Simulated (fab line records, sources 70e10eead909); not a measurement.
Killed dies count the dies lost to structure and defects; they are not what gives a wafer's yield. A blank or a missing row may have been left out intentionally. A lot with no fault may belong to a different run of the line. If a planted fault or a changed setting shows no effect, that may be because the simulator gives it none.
Struck lot and sound lot, side by side :: flow nand harc :: 17 out of 1159 route steps
Sound: these wafers, L763.1, L763.2, L763.6. Wafers struck: L773.1, L773.3, L773.5. The cause is named last.
Each step with rows lists, per side, the tool, then ch with its chambers, then its first start. Under that, the readings that differ: sound wafers :: struck wafers :: difference of the means :: sigmas: that difference in standard deviations of wafers without a fault.
alike: readings with means less than 2 such deviations apart, plus words and numbers identical on both sides. not compared: withheld readings, readings lacking a value on some wafer, bounds such as >300 that could conceal the same value, and numbers that have no deviation in the record and whose values overlap.
The two part at a step that has a row with sigmas, a row that says differs or no value, or rows on one side only. When numbers do not overlap yet have no deviation, they are printed without sigmas and do not part them. Lack of a reading on every wafer of one side parts them only where that side has two or more wafers.

NHARC_P_GATE_ALD_36: deposits SiNx, target thk 20 nm, pulse time 60 s, ald cycles 223.
  sound on ald sin-04 ch 2,3, day 4 16:34; struck on ald sin-03 ch 1,2,3, day 8 18:10
  alike: heater power w, precursor pulse height rel
NHARC_P_GATE_ETCHBACK_37: etches the open film in CHF3/O2, target depth 34.5 nm, time 17.2 s.
  sound: rie diel-11 ch 0,1,3; struck: rie diel-13 ch 0,3
  alike: drypump motor current A, oes product au, rf vpp V, showerhead plenum p Torr, throttle valve pct
  not compared: rf hours counter h
NHARC_P_GATE_STRIP_101: strips in O2, time 20 s.
  sound on rie diel-11 ch 0,3, day 5 02:07; struck on rie diel-13 ch 0,2,3, day 9 01:40
  alike: drypump motor current A, oes product au, rf vpp V, showerhead plenum p Torr, throttle valve pct
  not compared: rf hours counter h
then, 9 steps without rows for these wafers: NHARC_P_GATE_PRECLEAN_97 (cleans in SPM, time 600 s); NHARC_P_GATE_SRD_98; NHARC_P_GATE_PRECLEAN_99 (cleans in SC1); NHARC_P_GATE_SRD_100; NHARC_P_GATE_DEHYDRATE_38 (time 120 s); NHARC_P_GATE_HMDS_39 (time 30 s); NHARC_P_GATE_COAT_40; NHARC_P_GATE_SOFTBAKE_41 (time 95 s); NHARC_P_GATE_EBR_42.
NHARC_P_GATE_EXPOSE_43: exposes mask P NSD, target cd 720 nm.
  sound on krf scanner-02 ch 0, day 5 02:46; struck on krf scanner-03 ch 0, day 9 02:25
reading: mask
sound: P_NSD#0 P_NSD#0 P_NSD#0
struck: P_HVPW#0 P_HVPW#0 P_HVPW#0
difference: differs
sigmas: 
then, 2 steps without rows for these wafers: NHARC_P_GATE_PEB_44 (peb time 85 s); NHARC_P_GATE_DEVELOP_45 (time 70 s).
NHARC_P_GATE_CD_MEAS_46: the cd target is 720 nm.
  sound on cd sem-03 ch 0, day 5 02:56; struck on cd sem-03 ch 0, day 9 02:34
reading: cd nm (nm)
sound: 719.6 719.7 719.9
struck: - - -
difference: no value on the struck wafers
sigmas: 
then, 1 step without rows for these wafers: NHARC_P_GATE_HARDBAKE_47 (time 80 s).

WHERE THEY PART
Last at NHARC_P_GATE_CD_MEAS_46 as far as this record goes, first at NHARC_P_GATE_EXPOSE_43.

WHY: what had been put in by the simulator
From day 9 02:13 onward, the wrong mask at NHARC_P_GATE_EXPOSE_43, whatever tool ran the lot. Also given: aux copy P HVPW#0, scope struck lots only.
